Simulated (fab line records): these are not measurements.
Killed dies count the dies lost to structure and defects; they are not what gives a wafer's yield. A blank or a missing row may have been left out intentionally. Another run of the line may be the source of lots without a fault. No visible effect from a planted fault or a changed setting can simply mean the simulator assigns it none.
fab line records    flow n5_finfet
record lots=6  wafers=18  last_day=19
route steps=1938 shown HKMG_FIN@401 BEOL_M4@1111
lots untouched by any fault: they come from a run of this same line in which no faults occurred
start_h: hours from the record's first day to the start of the lot's first wafer shown    wait_h: time in hours since the lot's previous step    " identical to the entry in the row above    L1.1+2: a single row standing in for several wafers    - either no value or no given start    * or withheld: withheld    < > ~ a bound
route shown NAME@n: NAME is a module with steps in the file, n the number in the route of the first one    usual: mean/standard deviation of fault-free wafers    same: alike in all rows    chamber/n: place in a boat    sites: readings site by site    _std_site: standard deviation of those values    _edge_site: mean of outer sites minus mean of inner sites    radius_mm: for every site, how far away it sits from the centre of the wafer    mask NAME#n: copy n    behind: the last tool/chamber to shape the wafer    hold: why the lot went on hold/how many hours it stayed there/how the hold came to an end    device: transistor that didn't switch, given as n, p or np    end of line: the tests these same wafers got at the end of their route    where a step has no rows: the recipe by itself    killed: dies that structure and defects cost at the first sort, which is not the same as the wafer's yield    map: the dies of a wafer, with x for killed, . for not killed, _ for no die there
set.NAME: setting as actually run; set.NAME@STEP: the setting as run at that earlier step    model.NAME: the simulator's own value behind a step, which no gauge read
lots at some steps of the route; a table a step, a row a wafer
services: a tool's chamber out of use, with start hour (start_h, from the record's first day; less than 0 if before it), hours out, and reason
## steps
# step N5_HKMG_FIN_DESCUM_53
# recipe chemistry=O2  time_s=7.9  source_power_w=50  bias_power_w=20  pressure_mtorr=20  rf_frequency_hz=2.712e+07  temp_c=40  resist=CAR-ArF  o2_flow_sccm=225
# step N5_HKMG_FIN_ETCH_54
# recipe chemistry=CF4  target=SiARC  target_depth_a=455  mask_material=CAR-ArF  time_s=75.8  ion_energy_ev=80  pressure_mtorr=40  source_w=545  bias_w=36  Ar_flow_sccm=100  cf4_flow_sccm=100  ends=cleared
# usual cf4_flow_sccm=100.0/0.34  drypump_motor_current_A=5.8/0.5  etch_rf_on_time_s=75.3/1.7  oes_product_au=0.63/0.055  rf_vpp_V=184.0/1.3  showerhead_plenum_p_Torr=2.14/0.076  throttle_valve_pct=15.65/0.24
lot.wafer  tool         chamber  start_h  wait_h  cf4_flow_sccm  drypump_motor_current_A  etch_rf_on_time_s  oes_product_au  rf_hours_counter_h  rf_vpp_V  showerhead_plenum_p_Torr  throttle_valve_pct
L490.1     rie_diel-03  0        88.73    0.0     100.3          4.9                      74.7               0.60            225                 183.9     2.13                      15.69
L490.2     "            2        "        "       99.8           5.6                      75.7               0.64            142                 183.4     2.06                      15.55
L490.6     "            3        "        "       99.0           6.1                      76.5               0.60            -                   183.4     2.03                      15.52
L493.1     rie_diel-02  3        103.55   0.0     100.1          6.4                      74.2               0.65            151                 183.2     2.06                      15.33
L493.2     "            2        "        "       100.4          5.2                      74.0               0.61            212                 184.5     2.14                      15.72
L493.5     "            3        "        "       100.6          6.3                      74.5               0.65            -                   182.0     2.06                      15.36
L494.1     rie_diel-06  0        108.78   0.0     99.6           5.9                      75.6               0.65            164                 183.7     2.22                      15.70
L494.3     "            2        "        "       100.2          6.2                      76.6               0.60            196                 184.7     2.20                      15.60
L494.5     "            1        "        "       99.5           5.2                      73.2               0.63            -                   186.0     2.22                      15.65
L505.1     rie_diel-02  3        172.90   0.0     100.0          6.4                      74.8               0.63            177                 182.3     2.05                      15.40
L505.2     "            2        "        "       100.5          5.2                      75.1               0.59            240                 183.4     2.13                      15.77
L505.6     "            3        "        "       99.8           6.4                      75.2               0.63            -                   180.7     2.05                      15.39
L507.1     rie_diel-03  2        185.78   0.0     100.3          5.7                      76.7               0.62            177                 182.6     2.05                      15.62
L507.2     "            1        "        "       100.2          5.9                      72.5               0.67            159                 185.3     2.23                      16.03
L507.4     "            3        "        "       99.6           6.2                      76.6               0.58            -                   184.6     2.02                      15.59
L510.3     rie_diel-06  2        203.21   0.0     100.1          6.2                      78.7               0.57            227                 185.6     2.19                      15.66
L510.5     "            2        "        "       100.3          6.1                      78.3               0.57            -                   185.5     2.19                      15.66
L510.6     "            1        "        "       99.6           5.2                      75.3               0.60            -                   183.7     2.21                      15.70
# step N5_HKMG_FIN_ETCH_55
# recipe chemistry=N2/H2  target=SOC  target_depth_a=2400  temp_c=40  time_s=300  ion_energy_ev=200  mask_material=SiARC  pressure_mtorr=30  source_w=840  bias_w=150  n2_flow_sccm=200  h2_flow_sccm=200
# step N5_HKMG_FIN_STRIP_56
# recipe chemistry=N2/H2  temp_c=40  n2_flow_sccm=200  h2_flow_sccm=200  rf_frequency_hz=6e+07
# step N5_HKMG_FIN_STRIP_57
# recipe chemistry=CF4  resist=SiARC  power_w=300  bias_power_w=75  pressure_mtorr=50  cf4_flow_sccm=150  rf_frequency_hz=6e+07
# usual cf4_flow_sccm=150.0/0.46  drypump_motor_current_A=5.8/0.5  oes_product_au=0.73/0.057  rf_vpp_V=271.1/1.6  showerhead_plenum_p_Torr=1.79/0.061  throttle_valve_pct=13.65/0.24
lot.wafer  tool         chamber  start_h  wait_h  cf4_flow_sccm  drypump_motor_current_A  oes_product_au  rf_hours_counter_h  rf_vpp_V  showerhead_plenum_p_Torr  throttle_valve_pct
L490.1     rie_diel-03  0        88.97    0.0     149.9          4.8                      0.69            225                 270.0     1.79                      13.71
L490.2     "            2        "        "       151.0          5.7                      0.75            142                 269.5     1.74                      13.59
L490.6     "            3        "        "       150.1          6.1                      0.70            -                   269.9     1.70                      13.54
L493.1     rie_diel-02  3        103.79   0.0     150.1          6.3                      0.74            151                 271.1     1.73                      13.35
L493.2     "            2        "        "       151.4          5.2                      0.70            213                 269.2     1.79                      13.73
L493.5     "            3        "        "       149.9          6.3                      0.74            -                   270.3     1.73                      13.35
L494.1     rie_diel-06  0        109.02   0.0     150.0          5.9                      0.75            164                 271.2     1.87                      13.73
L494.3     "            2        "        "       149.1          6.2                      0.70            196                 271.8     1.84                      13.64
L494.5     "            1        "        "       149.6          5.2                      0.71            -                   272.2     1.86                      13.65
L505.1     rie_diel-02  3        173.14   0.0     149.9          6.3                      0.72            177                 270.5     1.72                      13.42
L505.2     "            2        "        "       150.0          5.2                      0.68            240                 270.4     1.79                      13.77
L505.6     "            3        "        "       149.6          6.3                      0.72            -                   270.6     1.72                      13.43
L507.1     rie_diel-03  2        186.03   0.0     150.3          5.6                      0.73            178                 270.8     1.73                      13.68
L507.2     "            1        "        "       150.5          5.9                      0.77            159                 274.3     1.86                      13.97
L507.4     "            3        "        "       150.6          6.1                      0.67            -                   268.9     1.69                      13.60
L510.3     rie_diel-06  2        203.46   0.0     149.8          6.2                      0.68            227                 272.7     1.83                      13.73
L510.5     "            2        "        "       150.0          6.2                      0.68            -                   271.9     1.83                      13.70
L510.6     "            1        "        "       149.8          5.2                      0.69            -                   273.0     1.85                      13.71
# step N5_HKMG_FIN_ETCH_58
# recipe chemistry=N2/H2  target=SOC  target_depth_a=2158  ion_energy_ev=50  bias_w=13  time_s=741  pressure_mtorr=30  source_w=875  n2_flow_sccm=200  h2_flow_sccm=200
# usual drypump_motor_current_A=5.8/0.5  oes_product_au=0.74/0.066  rf_vpp_V=99.0/0.97  showerhead_plenum_p_Torr=2.53/0.095  throttle_valve_pct=17.82/0.3
lot.wafer  tool         chamber  start_h  wait_h  drypump_motor_current_A  oes_product_au  rf_hours_counter_h  rf_vpp_V  showerhead_plenum_p_Torr  throttle_valve_pct
L490.1     rie_diel-03  0        88.99    0.0     4.9                      0.69            225                 99.3      2.51                      17.70
L490.2     "            2        "        "       5.6                      0.75            142                 99.6      2.44                      17.71
L490.6     "            3        "        "       6.1                      0.69            -                   98.0      2.42                      17.63
L493.1     rie_diel-02  3        103.81   0.0     6.3                      0.76            151                 97.5      2.45                      17.54
L493.2     "            2        "        "       5.2                      0.71            213                 98.4      2.50                      17.74
L493.5     "            3        "        "       6.3                      0.76            -                   99.1      2.45                      17.53
L494.1     rie_diel-06  0        109.04   0.0     5.9                      0.76            164                 99.7      2.64                      17.94
L494.3     "            2        "        "       6.1                      0.70            196                 100.2     2.64                      17.98
L494.5     "            1        "        "       5.2                      0.72            -                   100.1     2.63                      17.68
L505.1     rie_diel-02  3        173.16   0.0     6.3                      0.73            177                 99.3      2.44                      17.57
L505.2     "            2        "        "       5.2                      0.69            240                 99.6      2.48                      17.79
L505.6     "            3        "        "       6.4                      0.72            -                   98.8      2.44                      17.58
L507.1     rie_diel-03  2        186.05   0.0     5.6                      0.72            178                 97.4      2.42                      17.76
L507.2     "            1        "        "       5.9                      0.79            159                 100.0     2.65                      18.38
L507.4     "            3        "        "       6.1                      0.68            -                   98.7      2.40                      17.71
L510.3     rie_diel-06  2        203.48   0.0     6.2                      0.68            227                 99.6      2.62                      18.03
L510.5     "            2        "        "       6.2                      0.68            -                   99.4      2.62                      18.03
L510.6     "            1        "        "       5.2                      0.71            -                   98.8      2.62                      17.73
# step N5_HKMG_FIN_STRIP_93
# recipe chemistry=N2/H2  material=SOC  time_s=20  power_w=500  temp_c=40  pressure_mtorr=50  rf_frequency_hz=6e+07  bias_power_w=8  h2_frac=0.5  n2_flow_sccm=300  h2_flow_sccm=300
# usual drypump_motor_current_A=5.8/0.5  oes_product_au=0.74/0.066  rf_vpp_V=54.2/0.87  showerhead_plenum_p_Torr=3.35/0.12  throttle_valve_pct=19.1/0.5
lot.wafer  tool         chamber  start_h  wait_h  drypump_motor_current_A  oes_product_au  rf_hours_counter_h  rf_vpp_V  showerhead_plenum_p_Torr  throttle_valve_pct
L490.1     rie_diel-03  0        89.42    0.2     4.9                      0.69            225                 54.4      3.32                      18.8
L490.2     "            2        "        "       5.6                      0.75            142                 53.3      3.22                      19.0
L490.6     "            3        "        "       6.1                      0.69            -                   54.7      3.20                      18.6
L493.1     rie_diel-02  3        104.24   0.2     6.4                      0.77            151                 55.0      3.24                      18.7
L493.2     "            2        "        "       5.2                      0.71            213                 53.9      3.30                      19.0
L493.5     "            3        "        "       6.4                      0.76            -                   54.1      3.24                      18.7
L494.1     rie_diel-06  0        109.47   0.2     5.9                      0.75            164                 54.2      3.49                      19.3
L494.3     "            2        "        "       6.2                      0.70            197                 53.7      3.48                      19.6
L494.5     "            1        "        "       5.2                      0.73            -                   54.7      3.47                      18.7
L505.1     rie_diel-02  3        173.59   0.2     6.4                      0.74            177                 53.2      3.22                      18.8
L505.2     "            2        "        "       5.2                      0.69            240                 53.5      3.29                      19.1
L505.6     "            3        "        "       6.4                      0.73            -                   54.6      3.22                      18.8
L507.1     rie_diel-03  2        186.47   0.2     5.7                      0.73            178                 52.7      3.21                      19.0
L507.2     "            1        "        "       5.9                      0.80            159                 55.4      3.49                      20.1
L507.4     "            3        "        "       6.1                      0.67            -                   53.8      3.18                      18.6
L510.3     rie_diel-06  2        203.90   0.2     6.2                      0.67            228                 54.2      3.46                      19.7
L510.5     "            2        "        "       6.2                      0.66            -                   54.9      3.46                      19.6
L510.6     "            1        "        "       5.2                      0.70            -                   54.7      3.46                      18.8
# step N5_HKMG_FIN_WET_ETCH_76
# recipe chemistry=dNH4OH  mix=1:50  temp_c=25  target=Al2O3  stop_on=La2O3  target_depth_nm=2.25  dry=ipa_marangoni  rinse_time_s=30  rinse_temp_c=23
# step N5_HKMG_FIN_STRIP_60
# recipe chemistry=N2/H2  power_w=2500  temp_c=300  h2_frac=0.65  time_s=360  pressure_mtorr=withheld  n2_flow_sccm=1750  h2_flow_sccm=3250
# usual drypump_motor_current_A=5.83/0.056  heater_power_w=434/44
lot.wafer  tool             chamber  start_h  wait_h  drypump_motor_current_A  heater_power_w  rf_hours_counter_h
L490.1     plasma_asher-02  1        89.57    0.0     5.80                     375             87
L490.2     "                0        "        "       5.80                     463             87
L490.6     "                0        "        "       5.83                     460             -
L493.1     plasma_asher-02  0        104.43   0.1     5.79                     444             92
L493.2     "                1        "        "       5.82                     374             92
L493.5     "                0        "        "       5.78                     455             -
L494.1     plasma_asher-02  0        109.66   0.0     5.81                     458             93
L494.3     "                0        "        "       5.82                     459             -
L494.5     "                0        "        "       5.80                     460             -
L505.1     plasma_asher-02  0        173.78   0.0     5.77                     471             105
L505.2     "                1        "        "       5.81                     371             105
L505.6     "                0        "        "       5.78                     448             -
L507.1     plasma_asher-01  0        186.63   0.0     5.92                     427             59
L507.2     "                1        "        "       5.81                     491             59
L507.4     "                1        "        "       5.80                     494             -
L510.3     plasma_asher-02  1        204.17   0.1     5.84                     375             -
L510.5     "                1        "        "       5.85                     376             -
L510.6     "                0        "        "       5.76                     456             -
# step N5_HKMG_FIN_WET_ETCH_77
# recipe chemistry=dHCl  mix=1:10000  temp_c=25  target=La2O3  stop_on=HfO2  target_depth_nm=2
# step N5_HKMG_FIN_WET_ETCH_78
# recipe chemistry=dNH4OH  mix=1:50  temp_c=25  target=Al2O3  stop_on=La2O3  target_depth_nm=4.5  dry=ipa_marangoni  rinse_time_s=30  rinse_temp_c=23
# step N5_HKMG_FIN_ALD_79
# recipe material=TiN  target_thk_a=15  temp_c=400  ald_precursor_family=TiCl4  ald_co_reactant=NH3  pulse_time_s=1  purge_time_s=3  co_reactant_purge_time_s=2  co_reactant_pulse_time_s=2  ald_cycles=68  pressure_torr=3
# step N5_HKMG_FIN_CVD_62
# recipe material=a-Si  target_thk_a=30  temp_c=500  precursor=Si2H6  pressure_torr=1  time_s=20.8
# usual heater_power_w=1415/97
lot.wafer  tool               chamber  start_h  wait_h  heater_power_w  since_wet_clean_h  model.a-Si_of_HKMG_FIN_CVD_62.thk_nm
L490.1     thermal_cvd_si-02  0        90.43    0.2     1597            874                2.8
L490.2     "                  1        "        "       1397            874                3
L490.6     "                  1        "        "       1358            -                  2.8
L493.1     thermal_cvd_si-01  1        105.35   0.2     1386            157                3
L493.2     "                  2        "        "       1354            157                3
L493.5     "                  0        "        "       1280            -                  2.8
L494.1     thermal_cvd_si-02  1        110.51   0.2     1386            894                3
L494.3     "                  2        "        "       1399            894                3
L494.5     "                  2        "        "       1439            -                  3
L505.1     thermal_cvd_si-01  2        174.64   0.2     1385            227                3
L505.2     "                  1        "        "       1372            227                1.8
L505.6     "                  2        "        "       1342            -                  3
L507.1     thermal_cvd_si-01  1        187.48   0.2     1424            240                3
L507.2     "                  0        "        "       1294            240                1.8
L507.4     "                  1        "        "       1408            -                  3.2
L510.3     thermal_cvd_si-02  1        204.90   0.2     1362            988                3
L510.5     "                  0        "        "       1601            -                  2.8
L510.6     "                  1        "        "       1400            -                  3
# step N5_HKMG_FIN_RTA_80
# recipe temp_c=withheld  time_s=2  ambient=N2  idle_temp_c=600  ramp_up_c_per_s=150  ramp_down_c_per_s=60  cool_to_c=600
# step N5_BEOL_M4_RC_MEAS_101
# usual DIBL_N=36.3/1.6  DIBL_P=36.4/2.1  IOFF_N=0.16/0.032  IOFF_P=0.22/0.044  ION_N=675/12  ION_P=463/8.3  SS_N=71.6/0.64  SS_P=73.3/0.67  VT_N=250/3.3  VT_P=-250/3.7
lot.wafer  tool       chamber  start_h  wait_h  DIBL_N[mV/V]  DIBL_P[mV/V]  IOFF_N[nA/um]  IOFF_P[nA/um]  ION_N[uA/um]  ION_P[uA/um]  SS_N[mV/dec]  SS_P[mV/dec]  VT_N[mV]  VT_P[mV]
L490.1     prober-01  0        208.95   0.0     37.6          37.9          0.16           0.19           675           458           71.7          73.6          249       -254
L490.2     "          0        "        "       39.2          40.5          0.20           0.24           690           467           72.1          74.4          246       -247
L490.6     "          0        "        "       34.9          35.7          0.13           0.17           667           453           71.4          73.2          254       -254
L494.1     prober-01  0        231.76   0.0     35.4          35.1          0.14           0.19           654           452           71.6          73.9          256       -252
L494.3     "          0        "        "       37.2          37.9          0.19           0.24           689           466           71.4          74.0          249       -247
L494.5     "          0        "        "       36.3          36.1          0.16           0.22           676           463           71.9          73.2          251       -250
L493.1     prober-02  0        232.19   0.0     36.9          35.8          0.16           0.20           686           462           71.2          72.5          248       -251
L493.2     "          0        "        "       37.4          36.2          0.18           0.22           687           459           71.3          72.7          246       -248
L493.5     "          0        "        "       39.1          38.6          0.21           0.25           685           463           72.0          73.3          247       -247
L505.1     prober-01  0        308.42   0.0     37.5          36.8          0.18           0.23           678           454           72.7          74.0          249       -249
L505.2     "          0        "        "       38.1          36.8          0.19           0.25           685           467           71.9          73.9          247       -247
L505.6     "          0        "        "       40.3          39.5          0.25           0.28           691           457           72.7          74.4          246       -247
L507.1     prober-02  0        317.05   0.0     37.7          37.0          0.15           0.18           685           463           71.4          73.3          250       -256
L507.2     "          0        "        "       36.3          35.7          0.14           0.18           676           462           71.3          72.9          251       -251
L507.4     "          0        "        "       34.7          33.3          0.10           0.13           648           443           71.1          72.2          258       -259
L510.3     prober-02  0        354.79   0.3     38.2          40.3          0.19           0.23           686           464           72.5          74.5          246       -249
L510.5     "          0        "        "       33.0          33.1          0.10           0.13           661           447           71.4          71.3          259       -259
L510.6     "          0        "        "       36.2          37.2          0.14           0.18           674           456           71.7          73.7          252       -254
## services
tool             chamber  start_h  hours  kind
rie_diel-03      2        77.09    4.3    repair
rie_diel-06      -        79.36    2.8    pm
plasma_asher-01  -        99.91    6.3    repair
rie_diel-02      0        115.19   -      clean
rie_diel-02      0        115.19   -      consumable_replace:focus_ring
rie_diel-02      0        115.19   -      consumable_replace:showerhead
rie_diel-02      0        115.19   21.1   scheduled_down
rie_diel-02      0        115.19   21.1   vent_cycle
rie_diel-06      0        119.41   1.3    repair
rie_diel-03      2        127.70   2.8    repair
rie_diel-03      0        163.82   -      clean
rie_diel-03      0        163.82   -      consumable_replace:focus_ring
rie_diel-03      0        163.82   23.9   scheduled_down
rie_diel-03      0        163.82   23.9   vent_cycle
plasma_asher-01  -        173.04   2.9    repair
plasma_asher-01  -        178.82   0.7    repair
rie_diel-02      2        187.41   4.7    repair
## key
first_sign none at tools or gauges
model_effect step=N5_HKMG_FIN_CVD_62  value=a-Si_of_HKMG_FIN_CVD_62.thk_nm  without=3  struck=1.8
met_at N5_HKMG_FIN_CVD_62
struck_wafers L505.2,L507.2
onset_between 105.35 174.64
fault kind=process_parameter_drift  tool=thermal_cvd_si-01  chamber=-  onset_h=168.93  steps=N5_HKMG_FIN_CVD_62  channel=time_s  offset=*  shape=step  end_h=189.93  scope=struck_wafers_only  stated=*
